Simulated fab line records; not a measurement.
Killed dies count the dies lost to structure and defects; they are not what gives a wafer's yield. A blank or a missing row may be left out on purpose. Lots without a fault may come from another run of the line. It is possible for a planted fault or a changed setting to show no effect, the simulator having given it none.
Which tool did it? ; flow n5-finfet ; 14 lots with 40 wafers sampled at 6 steps, on a route of 1938 steps

== WHAT EACH GAUGE READ, for each wafer ==
N5_PMOS_HMC_CHANNEL_EPI_OVL_MEAS_10.
lot;measured;on;PMOS_HMC_BLK_OVL (nm)
L592;day 1 17:05;overlay-02;0.9 0.5 1.6
L593;day 1 23:04;overlay-01;1.1 1.4 0.3
L594;day 2 05:16;overlay-01;0.8 1.0 0.6
L595;day 2 11:19;overlay-02;0.1 1.0 -0.7
L596;day 2 18:08;overlay-02;0.4 -0.3 -0.2
L597;day 2 23:08;overlay-01;0.2 -0.4 0.4
L604;day 4 17:41;overlay-01;0.7 0.4 0.2
L606;day 5 05:17;overlay-01;-0.3 -0.1 0.7
L607;day 5 11:56;overlay-01;1.0
L611;day 6 11:02;overlay-01;1.3 -0.1 0.5
L612;day 6 17:38;overlay-01;-0.3 1.0 0.3
L613;day 6 23:04;overlay-02;0.7 -0.8 -0.4
L614;day 7 05:08;overlay-02;0.9 2.2 1.2
L615;day 7 11:29;overlay-01;-0.1 -0.5 -0.4

N5_PMOS_HMC_CHANNEL_EPI_THK_MEAS_22.
lot;measured;on;HMC_CMP_THK (nm)
L592;day 1 19:48;film-metro-01;53.5 53.8 53.8
L593;day 2 01:28;film-metro-02;55.1 53.6 54.3
L594;day 2 07:59;film-metro-01;53.3 53.8 53.6
L595;day 2 14:27;film-metro-02;54.9 53.8 53.8
L596;day 2 20:32;film-metro-01;54.7 54.0 55.0
L597;day 3 01:51;film-metro-01;54.1 54.3 53.6
L604;day 4 20:01;film-metro-01;53.6 54.6 53.8
L606;day 5 07:36;film-metro-01;35.9 36.8 54.9
L607;day 5 15:11;film-metro-01;37.1
L611;day 6 13:45;film-metro-02;53.3 53.9 53.5
L612;day 6 19:59;film-metro-01;54.0 54.0 53.0
L613;day 7 02:02;film-metro-02;53.9 53.4 53.9
L614;day 7 07:41;film-metro-01;54.5 53.7 53.9
L615;day 7 13:56;film-metro-02;54.5 54.7 54.5

N5_BEOL_M4_RC_MEAS_101.
lot;measured;on;CJ_P;DIBL_N (mV/V);DIBL_P (mV/V);IOFF_N (nA/um);IOFF_P (nA/um);IOFF_P_85C (nA/um);IOFF_P_LIN (nA/um);IOFF_P_LONG (nA/um);ION_N (uA/um);ION_P (uA/um);REXT_P (ohm.um);RS_NWELL (ohm/sq);SS_N (mV/dec);SS_P (mV/dec);VT_N (mV);VT_P (mV);VT_P_LONG (mV)
L592;day 8 16:16;prober-01;5.67 5.80 5.74;35.2 33.2 34.6;35.6 33.7 34.7;0.168 0.141 0.152;0.230 0.197 0.206;3.9 3.4 3.6;0.113 0.100 0.104;0.000118 0.000115 0.000115;678 680 673;466 463 463;99.2 97.6 99.3;1041 1033 1039;71.2 70.2 71.4;72.4 72.3 73.0;247.5 251.0 249.4;-248.2 -248.5 -247.2;-271.2 -272.8 -270.5
L593;day 9 00:26;prober-01;5.65 5.93 5.82;36.7 35.8 35.3;38.0 37.4 36.7;0.175 0.163 0.156;0.212 0.192 0.185;3.7 3.5 3.4;0.098 0.090 0.089;0.0001 0.000104 0.000101;683 692 680;463 462 461;102.5 102.7 103.2;1036 1033 1030;72.8 72.6 72.0;73.2 72.9 72.8;251.0 249.6 250.9;-252.0 -252.6 -254.4;-277.3 -274.4 -276.6
L594;day 8 23:56;prober-02;5.93 5.90 5.90;34.7 35.5 35.3;34.2 35.7 34.9;0.138 0.151 0.144;0.192 0.212 0.207;3.4 3.7 3.6;0.096 0.103 0.101;0.000113 0.000112 0.00011;671 678 673;461 464 460;104.8 103.7 104.6;1037 1030 1036;71.9 71.5 71.2;73.5 73.1 73.0;247.8 248.7 247.1;-249.0 -249.7 -249.5;-273.8 -277.9 -275.9
L595;day 9 06:34;prober-01;5.57 5.79 5.85;36.0 34.9 37.7;32.6 31.8 34.9;0.124 0.118 0.149;0.196 0.184 0.226;3.4 3.2 3.8;0.101 0.095 0.113;0.000115 0.000119 0.000122;663 667 677;462 457 468;102.9 105.1 102.6;1044 1034 1045;71.8 70.7 71.3;72.6 72.6 73.8;254.1 252.7 250.1;-248.2 -249.2 -246.0;-273.6 -271.1 -269.8
L596;day 9 07:11;prober-02;5.62 5.78 5.60;35.7 35.0 35.7;36.7 35.6 37.1;0.159 0.147 0.171;0.223 0.202 0.229;3.9 3.6 3.9;0.113 0.104 0.115;0.000109 0.000111 0.000107;679 667 686;466 464 463;101.7 101.2 101.3;1038 1036 1033;72.1 71.3 71.1;73.0 72.2 72.8;247.3 246.3 245.7;-249.0 -247.8 -248.5;-271.7 -269.9 -272.7
L597;day 9 15:29;prober-01;5.92 5.84 5.97;36.1 35.1 35.7;38.4 36.2 37.7;0.167 0.140 0.160;0.224 0.187 0.219;3.9 3.3 3.8;0.103 0.091 0.101;9.8e-05 9.5e-05 9.9e-05;683 663 672;465 452 467;96.4 97.2 96.7;1037 1039 1037;71.4 71.5 71.5;73.3 72.1 72.7;250.7 252.5 250.2;-252.5 -252.6 -250.2;-278.4 -278.3 -275.1
L604;day 11 01:29;prober-01;5.90 5.71 5.78;36.2 35.8 35.5;36.1 35.8 34.8;0.148 0.143 0.141;0.185 0.178 0.175;3.3 3.2 3.2;0.088 0.086 0.086;9.5e-05 9e-05 9.3e-05;660 672 667;450 460 459;102.4 101.4 102.1;1022 1036 1030;71.7 71.3 71.3;73.4 73.4 73.7;250.4 250.5 252.3;-254.4 -254.1 -250.3;-277.0 -280.7 -278.5
L606;day 12 02:23;prober-02;3.90 3.61 5.75;34.7 36.9 35.3;150.6 185.4 36.8;0.136 0.163 0.153;53.040 111.43 0.212;379.2 702.7 3.7;0.659 1.226 0.100;6e-05 5.9e-05 9.9e-05;669 663 670;322 317 464;124.0 126.3 97.7;1080 1073 1040;71.7 71.9 71.3;148.9 160.5 73.0;250.8 249.7 247.0;-252.6 -250.3 -251.7;-288.5 -287.8 -274.8
L607;day 12 05:31;prober-01;4.31;38.6;142.7;0.179;50.572;358.1;0.664;6.4e-05;675;331;121.0;1070;72.2;147.5;247.4;-251.8;-287.0
L611;day 13 14:13;prober-02;5.98 5.99 5.97;34.4 37.6 36.8;32.6 37.1 35.8;0.107 0.159 0.135;0.163 0.227 0.200;2.9 3.9 3.4;0.085 0.107 0.097;0.000109 0.000109 0.000108;665 670 660;465 465 457;100.8 99.9 101.0;1023 1034 1029;71.2 71.1 72.2;72.1 73.9 73.2;252.2 249.6 253.0;-253.7 -247.9 -249.8;-273.0 -273.7 -273.6
L612;day 13 11:38;prober-02;5.82 5.71 5.94;33.6 34.1 33.5;34.9 35.2 34.8;0.132 0.138 0.126;0.169 0.173 0.167;3.0 3.1 3.0;0.082 0.084 0.082;9.5e-05 9.4e-05 9.9e-05;659 663 671;453 460 455;101.7 102.8 100.7;1055 1038 1050;70.6 70.7 70.5;72.8 72.7 73.0;252.8 249.9 252.3;-251.8 -253.6 -254.0;-276.3 -276.9 -276.4
L613;day 13 20:19;prober-01;5.76 5.94 5.72;37.1 37.5 37.0;36.6 37.4 37.1;0.175 0.194 0.192;0.236 0.260 0.255;4.0 4.3 4.2;0.114 0.120 0.120;0.000115 0.000114 0.000114;681 680 692;469 468 478;103.8 102.7 103.3;1041 1038 1030;71.5 71.4 70.6;73.4 74.0 73.7;250.5 246.3 244.7;-247.9 -245.3 -246.4;-271.8 -274.7 -272.4
L614;day 14 04:25;prober-02;5.77 5.83 5.81;36.5 36.4 36.7;34.4 34.3 34.6;0.165 0.173 0.174;0.203 0.205 0.209;3.5 3.5 3.6;0.099 0.100 0.102;0.000109 0.000112 0.00011;681 680 670;463 457 466;101.4 102.0 102.7;1036 1036 1039;71.1 71.3 71.8;74.1 72.7 73.6;247.6 247.0 247.0;-251.2 -249.2 -248.4;-273.4 -273.7 -272.0
L615;day 13 21:54;prober-01;5.66 5.67 5.66;35.5 36.2 35.4;34.8 35.3 34.3;0.152 0.175 0.147;0.199 0.220 0.200;3.5 3.8 3.5;0.095 0.104 0.097;0.000107 0.000106 0.000108;663 669 670;452 461 460;104.2 103.4 103.6;1035 1031 1036;72.0 72.1 71.0;72.9 72.5 72.5;249.4 246.1 251.8;-251.6 -247.8 -249.4;-273.5 -274.1 -272.3

== WHAT TOOL EACH LOT RAN ON (gives the tool, then ch and the chambers of the sampled wafers, and finally the start) ==
lot;N5_PMOS_HMC_CHANNEL_EPI_STRIP_33;N5_PMOS_HMC_CHANNEL_EPI_EPI_20;N5_FIN_SAQP_ALD_61
L592;rie-diel-06 ch 1,2,3, day 1 17:16;epi-rpcvd-02 ch 0, day 1 18:02;ald-sin-01 ch 1,2,3, day 1 21:08
L593;rie-diel-03 ch 1,2, day 1 23:18;epi-rpcvd-01 ch 0, day 2 00:13;ald-sin-03 ch 0,2, day 2 02:04
L594;rie-diel-06 ch 2,3, day 2 05:27;epi-rpcvd-01 ch 0, day 2 06:13;ald-sin-01 ch 1,3, day 2 08:59
L595;rie-diel-04 ch 0,2,3, day 2 11:55;epi-rpcvd-02 ch 0, day 2 12:40;ald-sin-01 ch 0,2, day 2 15:09
L596;rie-diel-06 ch 0,2,3, day 2 18:20;epi-rpcvd-04 ch 0, day 2 19:14;ald-sin-03 ch 0,1,2, day 2 21:14
L597;rie-diel-04 ch 0,1,3, day 2 23:19;epi-rpcvd-01 ch 0, day 2 23:49;ald-sin-02 ch 0,1,3, day 3 02:27
L604;rie-diel-04 ch 0,1, day 4 17:53;epi-rpcvd-02 ch 0, day 4 18:47;ald-sin-01 ch 0,2, day 4 20:59
L606;rie-diel-04 ch 1,2,3, day 5 05:29;epi-rpcvd-02 ch 0, day 5 06:10;ald-sin-01 ch 1,2,3, day 5 08:28
L607;rie-diel-04 ch 0, day 5 12:49;epi-rpcvd-02 ch 0, day 5 13:33;ald-sin-01 ch 1, day 5 16:01
L611;rie-diel-03 ch 0,3, day 6 11:13;epi-rpcvd-01 ch 0, day 6 11:43;ald-sin-01 ch 0,1,2, day 6 14:47
L612;rie-diel-03 ch 0,1,2, day 6 17:50;epi-rpcvd-04 ch 0, day 6 18:20;ald-sin-01 ch 0,1,3, day 6 20:37
L613;rie-diel-04 ch 1,2,3, day 6 23:16;epi-rpcvd-01 ch 0, day 7 00:16;ald-sin-02 ch 1,2, day 7 02:50
L614;rie-diel-03 ch 0,1,2, day 7 05:20;epi-rpcvd-04 ch 0, day 7 06:14;ald-sin-02 ch 2,3, day 7 10:25
L615;rie-diel-04 ch 0,1,3, day 7 11:47;epi-rpcvd-01 ch 0, day 7 12:53;ald-sin-01 ch 0,3, day 7 14:39
- N5_PMOS_HMC_CHANNEL_EPI_STRIP_33: strips in N2/H2.
- N5_PMOS_HMC_CHANNEL_EPI_EPI_20: deposits SiGe30, target thk 59 nm.
- N5_FIN_SAQP_ALD_61: deposits SiO2, target thk 4 nm, pulse time 1 s, purge time 2 s.

== AS READ BY THE TOOLS THEMSELVES (means over the sampled wafers that have a number; for cases with no such wafer, the mark the record gives instead) ==
N5_PMOS_HMC_CHANNEL_EPI_STRIP_33.
lot;tool;drypump-motor-current-A (A);oes-product-au (a.u.);power-w (W);rf-vpp-V (V);showerhead-plenum-p-Torr (Torr);throttle-valve-pct (%)
L592;rie-diel-06;5.9;0.77;498.8;54.0;3.25;19.0
L593;rie-diel-03;5.7;0.75;499.1;55.5;3.39;19.1
L594;rie-diel-06;5.8;0.77;500.3;53.2;3.25;19.1
L595;rie-diel-04;5.9;0.77;500.4;55.1;3.45;19.0
L596;rie-diel-06;5.8;0.75;499.0;54.4;3.33;19.2
L597;rie-diel-04;5.7;0.78;498.4;55.3;3.46;18.8
L604;rie-diel-04;5.7;0.83;500.6;55.6;3.44;18.6
L606;rie-diel-04;5.8;0.77;499.4;55.0;3.50;19.0
L607;rie-diel-04;5.8;0.95;502.0;54.3;3.31;18.3
L611;rie-diel-03;6.2;0.79;500.5;54.6;3.32;18.6
L612;rie-diel-03;5.6;0.81;501.3;54.2;3.41;18.9
L613;rie-diel-04;5.8;0.77;499.7;54.7;3.50;19.1
L614;rie-diel-03;5.6;0.81;499.0;54.9;3.41;18.9
L615;rie-diel-04;5.7;0.84;499.2;54.9;3.45;18.7

N5_PMOS_HMC_CHANNEL_EPI_EPI_20.
lot;tool;susceptor_temp_C_max
L592;epi-rpcvd-02;602.0
L593;epi-rpcvd-01;600.4
L594;epi-rpcvd-01;600.6
L595;epi-rpcvd-02;601.3
L596;epi-rpcvd-04;601.8
L597;epi-rpcvd-01;600.5
L604;epi-rpcvd-02;601.4
L606;epi-rpcvd-02;601.3
L607;epi-rpcvd-02;602.7
L611;epi-rpcvd-01;600.7
L612;epi-rpcvd-04;601.6
L613;epi-rpcvd-01;600.2
L614;epi-rpcvd-04;601.0
L615;epi-rpcvd-01;600.9

N5_FIN_SAQP_ALD_61.
lot;tool;heater-power-w (W);precursor-pulse-height-rel
L592;ald-sin-01;473;1.009
L593;ald-sin-03;491;1.010
L594;ald-sin-01;489;0.989
L595;ald-sin-01;504;1.006
L596;ald-sin-03;461;1.005
L597;ald-sin-02;541;1.004
L604;ald-sin-01;504;0.996
L606;ald-sin-01;483;0.994
L607;ald-sin-01;481;1.001
L611;ald-sin-01;483;1.001
L612;ald-sin-01;504;0.984
L613;ald-sin-02;501;0.986
L614;ald-sin-02;516;0.997
L615;ald-sin-01;530;1.001

== THE ANSWER, worked out from the rows above alone ==
Rule: the usual values come from the lots themselves. Put in order of their means at a reading, lots are off if they are a third of the lots or fewer, leave a main group of 4 or more, and stand apart from it by a gap of 3 or more times the standard deviation of the main group's means; of several such gaps the widest counts. The tables above print the reading to a certain number of digits; a main group whose means all agree to those digits is not used. Also off: a lot with no number at a reading for which 4 or more lots have one. All remaining lots with rows at the step are treated as sound. After the gauges, taken in route order, come the tools' own readings; for these a lot's mean is taken, as printed above. The first step at which some lot is off is used, and at that step the reading that is off furthest; a lot without a number counts as furthest.
Off: at N5_PMOS_HMC_CHANNEL_EPI_THK_MEAS_22 (HMC_CMP_THK), L606, L607. Mean 54.0 nm and standard deviation 0.35 in the main group.
If a tool, at a process step before that reading, ran all the lots that are off and no sound lot after the first of them, it fits. Not tried: the gauges at N5_PMOS_HMC_CHANNEL_EPI_THK_MEAS_22; whatever is off there is also off at N5_BEOL_M4_RC_MEAS_101, on other tools, and gauge error can't account for it. One fits: epi-rpcvd-02 at N5_PMOS_HMC_CHANNEL_EPI_EPI_20. Its last sound lot is L604 (day 4 18:47), its first lot that is off L606 (day 5 06:10): a fault that began between those two fits.

== WHAT THE SIMULATOR HAD INSERTED ==
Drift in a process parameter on epi-rpcvd-02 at N5_PMOS_HMC_CHANNEL_EPI_EPI_20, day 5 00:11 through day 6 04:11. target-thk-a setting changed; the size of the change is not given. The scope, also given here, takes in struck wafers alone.
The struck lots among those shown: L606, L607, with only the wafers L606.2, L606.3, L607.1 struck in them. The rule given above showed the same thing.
